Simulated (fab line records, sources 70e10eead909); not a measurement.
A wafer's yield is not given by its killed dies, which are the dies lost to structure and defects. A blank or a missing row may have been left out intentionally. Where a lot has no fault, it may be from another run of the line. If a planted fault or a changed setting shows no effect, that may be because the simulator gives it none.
Which tool did it? | flow nandHarc | Sampling: 24 lots, 72 wafers, 6 of 1302 route steps

== WHAT THE GAUGES READ, wafer by wafer ==
The record lacks any reading of a measuring or inspecting step that a usual standard deviation could be used to judge.

== WHICH TOOL RAN EACH LOT (tool, then ch and the chambers of the sampled wafers, then the start) ==
lot  | NHARC_A_CHANNEL_HOLE_D2_ETCH_39              | NHARC_A_CHANNEL_HOLE_D2_XSEM_32 | NHARC_A_CHANNEL_FILL_D2_CMP_10 | NHARC_A_CHANNEL_FILL_D2_RTA_24  | NHARC_A_STAIRCASE_ETCH_19                    | NHARC_A_STAIRCASE_STRIP_175
L074 | rieDiel-01 ch 0,2,3, day 14 02:35 or earlier | xsem-02 ch 0, day 14 02:35      | cmp-04 ch 0,2, day 16 07:16    | rtpAnneal-01 ch 0, day 16 07:48 | rieDiel-03 ch 0,1, day 16 13:50 or earlier   | plasmaAsher-01 ch 0,1, day 16 13:50
L075 | rieDiel-10 ch 0,1,3, day 14 03:41 or earlier | xsem-01 ch 0, day 14 03:41      | cmp-04 ch 0,1,3, day 16 04:17  | rtpAnneal-01 ch 0, day 16 04:49 | rieDiel-06 ch 0,1,2, day 16 10:16 or earlier | plasmaAsher-02 ch 0,1, day 16 10:16
L076 | rieDiel-10 ch 0,1,3, day 14 06:45 or earlier | xsem-02 ch 0, day 14 06:45      | cmp-03 ch 0,1, day 16 04:13    | rtpAnneal-02 ch 0, day 16 04:59 | rieDiel-06 ch 0,2,3, day 16 10:55 or earlier | plasmaAsher-02 ch 0,1, day 16 10:55
L077 | rieDiel-01 ch 0,1, day 15 04:44 or earlier   | xsem-01 ch 0, day 15 04:44      | cmp-04 ch 0,2, day 17 07:26    | rtpAnneal-02 ch 0, day 17 08:04 | rieDiel-03 ch 2,3, day 17 14:40 or earlier   | plasmaAsher-01 ch 0,1, day 17 14:40
L078 | rieDiel-11 ch 0,1,3, day 15 05:35 or earlier | xsem-02 ch 0, day 15 05:35      | cmp-01 ch 0,3, day 17 07:26    | rtpAnneal-02 ch 0, day 17 07:55 | rieDiel-03 ch 0,1,2, day 17 14:27 or earlier | plasmaAsher-02 ch 0,1, day 17 14:27
L079 | rieDiel-11 ch 0,2,3, day 15 08:53 or earlier | xsem-01 ch 0, day 15 08:53      | cmp-03 ch 0,1,2, day 17 07:26  | rtpAnneal-01 ch 0, day 17 08:03 | rieDiel-06 ch 0,1,3, day 17 14:20 or earlier | plasmaAsher-01 ch 0,1, day 17 14:20
L080 | rieDiel-11 ch 0,1,2, day 15 20:45 or earlier | xsem-01 ch 0, day 15 20:45      | cmp-01 ch 0,3, day 17 22:20    | rtpAnneal-02 ch 0, day 17 22:44 | rieDiel-06 ch 0,1,3, day 18 03:53 or earlier | plasmaAsher-02 ch 1, day 18 03:53
L082 | rieDiel-10 ch 1,2,3, day 16 02:05 or earlier | xsem-02 ch 0, day 16 02:05      | cmp-03 ch 2,3, day 18 01:53    | rtpAnneal-02 ch 0, day 18 02:18 | rieDiel-06 ch 1,3, day 18 09:35 or earlier   | plasmaAsher-01 ch 0,1, day 18 09:35
L081 | rieDiel-01 ch 0,2,3, day 16 02:19 or earlier | xsem-01 ch 0, day 16 02:19      | cmp-01 ch 0,2, day 18 01:55    | rtpAnneal-01 ch 0, day 18 02:20 | rieDiel-03 ch 0,1, day 18 07:50 or earlier   | plasmaAsher-02 ch 0,1, day 18 07:50
L083 | rieDiel-01 ch 1,3, day 17 18:03 or earlier   | xsem-01 ch 0, day 17 18:03      | cmp-03 ch 0,1,2, day 19 19:22  | rtpAnneal-02 ch 0, day 19 19:48 | rieDiel-02 ch 0,1,3, day 20 01:17 or earlier | plasmaAsher-02 ch 0,1, day 20 01:17
L084 | rieDiel-10 ch 1,2, day 17 19:34 or earlier   | xsem-02 ch 0, day 17 19:34      | cmp-01 ch 0,1, day 19 19:22    | rtpAnneal-01 ch 0, day 19 19:46 | rieDiel-06 ch 0,2, day 20 00:54 or earlier   | plasmaAsher-01 ch 0,1, day 20 00:54
L085 | rieDiel-10 ch 0,1,2, day 18 06:50 or earlier | xsem-02 ch 0, day 18 06:50      | cmp-04 ch 0,1,2, day 20 08:10  | rtpAnneal-01 ch 0, day 20 08:34 | rieDiel-06 ch 0,1,3, day 20 16:46 or earlier | plasmaAsher-01 ch 0,1, day 20 16:46
L086 | rieDiel-01 ch 1,2,3, day 18 07:11 or earlier | xsem-01 ch 0, day 18 07:11      | cmp-03 ch 0,1,2, day 20 08:10  | rtpAnneal-02 ch 0, day 20 08:35 | rieDiel-03 ch 0,1,2, day 20 13:44 or earlier | plasmaAsher-01 ch 0,1, day 20 13:44
L087 | rieDiel-10 ch 0,2, day 19 08:52 or earlier   | xsem-02 ch 0, day 19 08:52      | cmp-03 ch 1,2,3, day 21 11:18  | rtpAnneal-01 ch 0, day 21 11:43 | rieDiel-06 ch 1,2, day 21 17:01 or earlier   | plasmaAsher-02 ch 1, day 21 17:01
L088 | rieDiel-01 ch 2,3, day 19 22:55 or earlier   | xsem-02 ch 0, day 19 22:55      | cmp-01 ch 0,1, day 21 22:28    | rtpAnneal-01 ch 0, day 21 22:53 | rieDiel-02 ch 2,3, day 22 04:18 or earlier   | plasmaAsher-01 ch 0,1, day 22 04:18
L089 | rieDiel-10 ch 0,3, day 20 00:08 or earlier   | xsem-01 ch 0, day 20 00:08      | cmp-04 ch 2,3, day 21 22:29    | rtpAnneal-02 ch 0, day 21 23:09 | rieDiel-03 ch 0,1,2, day 22 04:37 or earlier | plasmaAsher-02 ch 0,1, day 22 04:37
L090 | rieDiel-11 ch 0,1,3, day 20 22:23 or earlier | xsem-01 ch 0, day 20 22:23      | cmp-03 ch 1,2,3, day 22 22:17  | rtpAnneal-02 ch 0, day 22 22:43 | rieDiel-06 ch 0,2, day 23 04:16 or earlier   | plasmaAsher-02 ch 0,1, day 23 04:16
L091 | rieDiel-10 ch 1,2,3, day 21 01:51 or earlier | xsem-02 ch 0, day 21 01:51      | cmp-04 ch 1,2,3, day 23 02:39  | rtpAnneal-01 ch 0, day 23 03:05 | rieDiel-03 ch 0,1,3, day 23 09:58 or earlier | plasmaAsher-01 ch 0,1, day 23 09:58
L092 | rieDiel-10 ch 1,2, day 21 02:34 or earlier   | xsem-01 ch 0, day 21 02:34      | cmp-01 ch 0,2,3, day 23 02:42  | rtpAnneal-02 ch 0, day 23 03:08 | rieDiel-06 ch 0,1,2, day 23 08:47 or earlier | plasmaAsher-02 ch 0,1, day 23 08:47
L093 | rieDiel-01 ch 0,1,2, day 21 10:12 or earlier | xsem-02 ch 0, day 21 10:12      | cmp-01 ch 0,1, day 23 09:57    | rtpAnneal-01 ch 0, day 23 10:29 | rieDiel-02 ch 0,1, day 23 15:55 or earlier   | plasmaAsher-01 ch 0,1, day 23 15:55
L094 | rieDiel-01 ch 0,1,2, day 22 07:16 or earlier | xsem-02 ch 0, day 22 07:16      | cmp-03 ch 0,1,2, day 24 07:46  | rtpAnneal-02 ch 0, day 24 08:10 | rieDiel-02 ch 1,2,3, day 24 13:16 or earlier | plasmaAsher-02 ch 0,1, day 24 13:16
L096 | rieDiel-11 ch 0,1,3, day 22 07:17 or earlier | xsem-01 ch 0, day 22 07:17      | cmp-01 ch 0,2,3, day 24 10:35  | rtpAnneal-02 ch 0, day 24 11:02 | rieDiel-06 ch 0,1,3, day 24 19:33 or earlier | plasmaAsher-01 ch 0,1, day 24 19:33
L095 | rieDiel-10 ch 2,3, day 22 16:45 or earlier   | xsem-02 ch 0, day 22 16:45      | cmp-04 ch 0,1,2, day 24 20:46  | rtpAnneal-02 ch 0, day 24 21:11 | rieDiel-06 ch 1,2,3, day 25 02:41 or earlier | plasmaAsher-01 ch 0,1, day 25 02:41
L097 | rieDiel-10 ch 0,2,3, day 23 00:53 or earlier | xsem-02 ch 0, day 23 00:53      | cmp-04 ch 0,1, day 25 01:47    | rtpAnneal-01 ch 0, day 25 02:12 | rieDiel-06 ch 1,2,3, day 25 08:32 or earlier | plasmaAsher-02 ch 0,1, day 25 08:32
- NHARC_A_CHANNEL_HOLE_D2_ETCH_39: etches the open film in N2/H2, target depth 260 nm, time 325 s.
- NHARC_A_CHANNEL_HOLE_D2_XSEM_32
- NHARC_A_CHANNEL_FILL_D2_CMP_10: polishes, target thk 150 nm.
- NHARC_A_CHANNEL_FILL_D2_RTA_24: time 5 s.
- NHARC_A_STAIRCASE_ETCH_19: etches the open film in C4F8/O2, target depth 100 nm, time 40.5 s.
- NHARC_A_STAIRCASE_STRIP_175: strips in O2.

== AS READ BY THE TOOLS THEMSELVES (means over the sampled wafers that have a number; for cases with no such wafer, the mark the record gives instead) ==
NHARC_A_CHANNEL_HOLE_D2_ETCH_39.
lot  | tool       | drypumpMotorCurrentA (A) | oesProductAu (a.u.) | rfVppV (V) | showerheadPlenumPTorr (Torr) | throttleValvePct (%)
L074 | rieDiel-01 | 5.46                     | 1.005               | 432.1      | 2.07                         | 14.169
L075 | rieDiel-10 | 5.58                     | 0.987               | 432.5      | 2.12                         | 14.168
L076 | rieDiel-10 | 5.62                     | 0.997               | 432.9      | 2.12                         | 14.176
L077 | rieDiel-01 | 5.97                     | 0.993               | 430.5      | 2.04                         | 14.175
L078 | rieDiel-11 | 5.95                     | 1.006               | 430.7      | 2.02                         | 14.180
L079 | rieDiel-11 | 5.83                     | 1.001               | 429.9      | 2.03                         | 14.167
L080 | rieDiel-11 | 6.00                     | 1.005               | 429.5      | 2.01                         | 14.169
L082 | rieDiel-10 | 5.57                     | 0.989               | 431.5      | 2.08                         | 14.176
L081 | rieDiel-01 | 5.48                     | 0.996               | 430.6      | 2.06                         | 14.176
L083 | rieDiel-01 | 5.55                     | 0.982               | 432.3      | 2.08                         | 14.177
L084 | rieDiel-10 | 5.69                     | 0.984               | 429.9      | 2.02                         | 14.175
L085 | rieDiel-10 | 5.70                     | 0.995               | 432.0      | 2.07                         | 14.175
L086 | rieDiel-01 | 5.56                     | 0.997               | 429.6      | 2.02                         | 14.168
L087 | rieDiel-10 | 5.72                     | 0.981               | 432.1      | 2.08                         | 14.171
L088 | rieDiel-01 | 5.28                     | 1.004               | 430.5      | 2.02                         | 14.166
L089 | rieDiel-10 | 5.65                     | 0.986               | 434.5      | 2.18                         | 14.171
L090 | rieDiel-11 | 5.92                     | 1.000               | 430.7      | 2.01                         | 14.173
L091 | rieDiel-10 | 5.59                     | 0.988               | 431.9      | 2.07                         | 14.170
L092 | rieDiel-10 | 5.69                     | 0.992               | 429.8      | 2.02                         | 14.167
L093 | rieDiel-01 | 5.77                     | 1.020               | 428.9      | 2.00                         | 14.176
L094 | rieDiel-01 | 5.78                     | 1.012               | 429.8      | 2.00                         | 14.181
L096 | rieDiel-11 | 5.97                     | 1.005               | 430.0      | 2.01                         | 14.173
L095 | rieDiel-10 | 5.62                     | 0.992               | 431.3      | 2.08                         | 14.174
L097 | rieDiel-10 | 5.60                     | 0.996               | 432.6      | 2.13                         | 14.166

NHARC_A_CHANNEL_HOLE_D2_XSEM_32.
lot  | tool    | botCdNm (nm) | bowNm (nm) | tiltDeg (degrees)
L074 | xsem-02 | 77.0         | 8.81       | 0.08
L075 | xsem-01 | 74.3         | 8.17       | 0.09
L076 | xsem-02 | 75.7         | 8.82       | 0.16
L077 | xsem-01 | 75.0         | 8.49       | 0.12
L078 | xsem-02 | 73.0         | 8.61       | 0.09
L079 | xsem-01 | 74.8         | 8.84       | 0.03
L080 | xsem-01 | 74.5         | 8.38       | 0.10
L082 | xsem-02 | 75.7         | 8.40       | 0.13
L081 | xsem-01 | 75.1         | 8.39       | 0.06
L083 | xsem-01 | 74.6         | 8.86       | 0.04
L084 | xsem-02 | 74.8         | 8.16       | 0.12
L085 | xsem-02 | 76.1         | 8.68       | 0.07
L086 | xsem-01 | 75.3         | 8.78       | 0.06
L087 | xsem-02 | 76.3         | 8.90       | 0.07
L088 | xsem-02 | 76.9         | 8.50       | 0.07
L089 | xsem-01 | 74.7         | 8.79       | 0.09
L090 | xsem-01 | 75.4         | 9.08       | 0.12
L091 | xsem-02 | 74.8         | 8.47       | 0.09
L092 | xsem-01 | 73.1         | 8.39       | 0.10
L093 | xsem-02 | 74.0         | 8.73       | 0.04
L094 | xsem-02 | 74.7         | 8.03       | 0.13
L096 | xsem-01 | 74.6         | 8.75       | 0.06
L095 | xsem-02 | 73.7         | 8.69       | 0.14
L097 | xsem-02 | 73.2         | 8.84       | 0.09

NHARC_A_CHANNEL_FILL_D2_CMP_10.
lot  | tool   | motorCurrentA (A) | timeToEndpointS (s)
L074 | cmp-04 | 12.3              | 15
L075 | cmp-04 | 12.4              | 16
L076 | cmp-03 | 13.5              | 15
L077 | cmp-04 | 11.7              | 14
L078 | cmp-01 | 12.9              | 12
L079 | cmp-03 | 13.6              | 18
L080 | cmp-01 | 13.5              | 17
L082 | cmp-03 | 11.6              | 14
L081 | cmp-01 | 12.1              | 8
L083 | cmp-03 | 13.4              | 17
L084 | cmp-01 | 11.5              | 12
L085 | cmp-04 | 12.1              | 15
L086 | cmp-03 | 13.9              | 14
L087 | cmp-03 | 12.6              | 15
L088 | cmp-01 | 11.6              | 10
L089 | cmp-04 | 13.0              | 15
L090 | cmp-03 | 12.2              | 18
L091 | cmp-04 | 13.2              | 19
L092 | cmp-01 | 13.0              | 10
L093 | cmp-01 | 11.7              | 17
L094 | cmp-03 | 13.4              | 14
L096 | cmp-01 | 12.8              | 10
L095 | cmp-04 | 12.2              | 17
L097 | cmp-04 | 11.9              | 20

NHARC_A_CHANNEL_FILL_D2_RTA_24.
lot  | tool         | lampPowerPct (%) | wafer_temp_C_max
L074 | rtpAnneal-01 | 27.3             | 1003.8
L075 | rtpAnneal-01 | 27.3             | 1004.3
L076 | rtpAnneal-02 | 30.6             | 1006.9
L077 | rtpAnneal-02 | 30.7             | 1006.4
L078 | rtpAnneal-02 | 30.7             | 1006.0
L079 | rtpAnneal-01 | 27.3             | 1004.5
L080 | rtpAnneal-02 | 30.7             | 1005.4
L082 | rtpAnneal-02 | 30.7             | 1005.7
L081 | rtpAnneal-01 | 27.3             | 1005.0
L083 | rtpAnneal-02 | 30.7             | 1005.3
L084 | rtpAnneal-01 | 27.3             | 1005.3
L085 | rtpAnneal-01 | 27.3             | 1005.9
L086 | rtpAnneal-02 | 30.7             | 1006.5
L087 | rtpAnneal-01 | 27.3             | 1006.5
L088 | rtpAnneal-01 | 27.3             | 1004.6
L089 | rtpAnneal-02 | 30.7             | 1006.2
L090 | rtpAnneal-02 | 30.7             | 1005.9
L091 | rtpAnneal-01 | 27.3             | 1004.6
L092 | rtpAnneal-02 | 30.7             | 1006.2
L093 | rtpAnneal-01 | 27.3             | 1004.9
L094 | rtpAnneal-02 | 30.7             | 1004.8
L096 | rtpAnneal-02 | 30.7             | 1006.7
L095 | rtpAnneal-02 | 30.7             | 1006.7
L097 | rtpAnneal-01 | 27.3             | 1004.3

NHARC_A_STAIRCASE_ETCH_19.
lot  | tool       | oesProductAu (a.u.) | rfVppV (V)
L074 | rieDiel-03 | 0.952               | 893
L075 | rieDiel-06 | 0.928               | 897
L076 | rieDiel-06 | 0.926               | 898
L077 | rieDiel-03 | 0.943               | 896
L078 | rieDiel-03 | 0.947               | 896
L079 | rieDiel-06 | 0.936               | 899
L080 | rieDiel-06 | 0.927               | 898
L082 | rieDiel-06 | 0.930               | 897
L081 | rieDiel-03 | 0.932               | 899
L083 | rieDiel-02 | 0.939               | 897
L084 | rieDiel-06 | 0.930               | 900
L085 | rieDiel-06 | 0.931               | 898
L086 | rieDiel-03 | 0.937               | 903
L087 | rieDiel-06 | 0.943               | 892
L088 | rieDiel-02 | 0.952               | 899
L089 | rieDiel-03 | 0.935               | 902
L090 | rieDiel-06 | 0.941               | 899
L091 | rieDiel-03 | 0.928               | 901
L092 | rieDiel-06 | 0.940               | 896
L093 | rieDiel-02 | 0.944               | 893
L094 | rieDiel-02 | 0.953               | 900
L096 | rieDiel-06 | 0.944               | 898
L095 | rieDiel-06 | 0.942               | 893
L097 | rieDiel-06 | 0.947               | 894

NHARC_A_STAIRCASE_STRIP_175.
lot  | tool           | drypumpMotorCurrentA (A) | heaterPowerW (W) | tempC (C)
L074 | plasmaAsher-01 | 5.4                      | 297              | 250.17
L075 | plasmaAsher-02 | 5.0                      | 310              | 250.05
L076 | plasmaAsher-02 | 4.8                      | 320              | 249.87
L077 | plasmaAsher-01 | 5.8                      | 297              | 250.08
L078 | plasmaAsher-02 | 5.0                      | 307              | 249.90
L079 | plasmaAsher-01 | 5.7                      | 303              | 249.93
L080 | plasmaAsher-02 | 5.1                      | 303              | 249.62
L082 | plasmaAsher-01 | 5.4                      | 291              | 249.91
L081 | plasmaAsher-02 | 4.9                      | 307              | 250.09
L083 | plasmaAsher-02 | 5.0                      | 313              | 249.94
L084 | plasmaAsher-01 | 5.4                      | 292              | 249.97
L085 | plasmaAsher-01 | 5.4                      | 293              | 250.07
L086 | plasmaAsher-01 | 5.8                      | 292              | 250.10
L087 | plasmaAsher-02 | 5.0                      | 301              | 250.21
L088 | plasmaAsher-01 | 5.4                      | 294              | 250.05
L089 | plasmaAsher-02 | 4.8                      | 328              | 249.87
L090 | plasmaAsher-02 | 5.0                      | 313              | 249.94
L091 | plasmaAsher-01 | 5.8                      | 302              | 249.97
L092 | plasmaAsher-02 | 4.9                      | 313              | 250.04
L093 | plasmaAsher-01 | 5.4                      | 302              | 249.98
L094 | plasmaAsher-02 | 4.9                      | 316              | 249.84
L096 | plasmaAsher-01 | 5.8                      | 302              | 250.25
L095 | plasmaAsher-01 | 5.8                      | 296              | 250.14
L097 | plasmaAsher-02 | 4.9                      | 317              | 250.07

== THE ANSWER, worked out from the rows above alone ==
Rule: the usual values come from the lots themselves. Put in order of their means at a reading, lots are off if they are a third of the lots or fewer, leave a main group of 4 or more, and stand apart from it by a gap of 3 or more times the standard deviation of the main group's means; of several such gaps the widest counts. The tables above print the reading to a certain number of digits; a main group whose means all agree to those digits is not used. Also off: a lot with no number at a reading for which 4 or more lots have one. All remaining lots with rows at the step are treated as sound. Order of review: gauges by route order, followed by the tools' own readings, for which a lot's mean as printed above is used. The first step at which some lot is off is used, and at that step the reading that is off furthest; a lot without a number counts as furthest.
Nothing can be told from this: no lot is off at any reading shown.

== WHAT WAS PUT IN BY THE SIMULATOR ==
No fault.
